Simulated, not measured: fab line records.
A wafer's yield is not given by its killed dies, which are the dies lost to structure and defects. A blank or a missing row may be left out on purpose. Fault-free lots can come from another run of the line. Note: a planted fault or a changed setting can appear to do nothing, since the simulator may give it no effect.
Problem report in the 8D (eight disciplines) form, filled by code ; flow nand harc ; the parts of the form that need people (team, actions taken, sign-off) are left out

1. PROBLEM STATEMENT
Mean of killed at array at NHARC_END_SORT_01: 657 across 3 wafers in 2 lots; on wafers with no fault it is 59 (standard deviation 24). Measured from the usual mean, that is +25 standard deviations.
First seen on wafer L495.4, day 33 00:58, on prober-01. The record holds 13 wafers of 5 lots with a number at this step. Rule for "out", or "out of limits": more than 4 standard deviations from the usual mean. All remaining wafers that have a number are taken as sound.

2. WHAT IT IS, AND WHAT IT ISN'T
question;is;is not
which readings at this step;killed at array, killed dies;killed at other, killed at periphery, killed open, killed short
which lots;L495, L499;L478, L480, L497
which wafers of those lots;L495.4, L495.6, L499.6;L495.2, L499.2, L499.5
read on which gauges;prober-01;prober-02
when;from day 33 00:58;"up to then (7 sound wafers); but 3 sound wafers of L497, L499 came after"

3. WHAT RULES OUT EACH SUSPECT
Counting: a tool at a process step up to the reading stays a suspect if it ran every lot that is out. Sound lots after the first of them don't rule it out here, since some wafers of a struck lot are sound.
- the gauge at NHARC_END_SORT_01: ruled out. All the wafers that are out were read on prober-01, but those of them that NHARC_A_WL_FILL_ETCHBACK_16 has rows for are out there too, on other tools.
- har etch-02 at NHARC_A_SLIT_ETCH_26 (etches the open film in C4F8/O2/Ar, time 90 s, target depth 400 nm): kept. It processed each lot that is out (first: L495, day 27 15:14); up to then, its last sound lot is L478 (day 20 16:08).
- rie diel-08 at NHARC_A_WL_FILL_ETCHBACK_16 (etches the open film in C4F8/O2/Ar, target depth 120 nm, time 24 s): kept. It processed each lot that is out (first: L495, day 28 13:01); up to then, its last sound lot is L480 (day 21 13:06). Its own run length s readings are out on those wafers.
Remaining after the count are har etch-02 at NHARC_A_SLIT_ETCH_26 and rie diel-08 at NHARC_A_WL_FILL_ETCHBACK_16.

4. THE CAUSE (what the simulator had put in)
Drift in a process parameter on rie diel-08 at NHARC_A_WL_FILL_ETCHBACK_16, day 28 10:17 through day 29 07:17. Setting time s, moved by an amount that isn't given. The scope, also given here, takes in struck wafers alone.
Counting leaves 2 suspects; this tool is one of them.

5. THE EFFECT CHAIN, in route order
Rows list readings where the struck wafers' mean (over those with a number) sits beyond 3 standard deviations from the usual. Scope: only readings with a usual standard deviation given in the record; hours: median across lots of the time from each lot's start at the first step in this table that gives one to its start at this step; sigmas: change in usual standard deviations.
hours;step;reading;usual;on struck wafers;change;sigmas
0;NHARC_A_WL_FILL_ETCHBACK_16;run length s;45.4 s;31.0;-14.4;-27
105;NHARC_END_SORT_01;killed at array;59;657;+598;+25
105;NHARC_END_SORT_01;killed dies;63;659;+596;+25
The process steps in it:
- NHARC_A_WL_FILL_ETCHBACK_16: etches the open film in C4F8/O2/Ar, target depth 120 nm, time 24 s.

6. WHAT WOULD HAVE CAUGHT IT SOONER
In this record the first reading out of limits at a measuring or inspecting step was taken at day 33 00:58, 111 hours after the fault began at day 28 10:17.
At NHARC_A_WL_FILL_ETCHBACK_16, the tool's own readings (run length s) were out on each struck wafer the step has a row for, so an alarm limit on them would have fired on the first such wafer.
By day 33 00:58, every lot that is out (2) had started NHARC_A_WL_FILL_ETCHBACK_16 on rie diel-08. Holding the tool at that point would not have protected any of them.
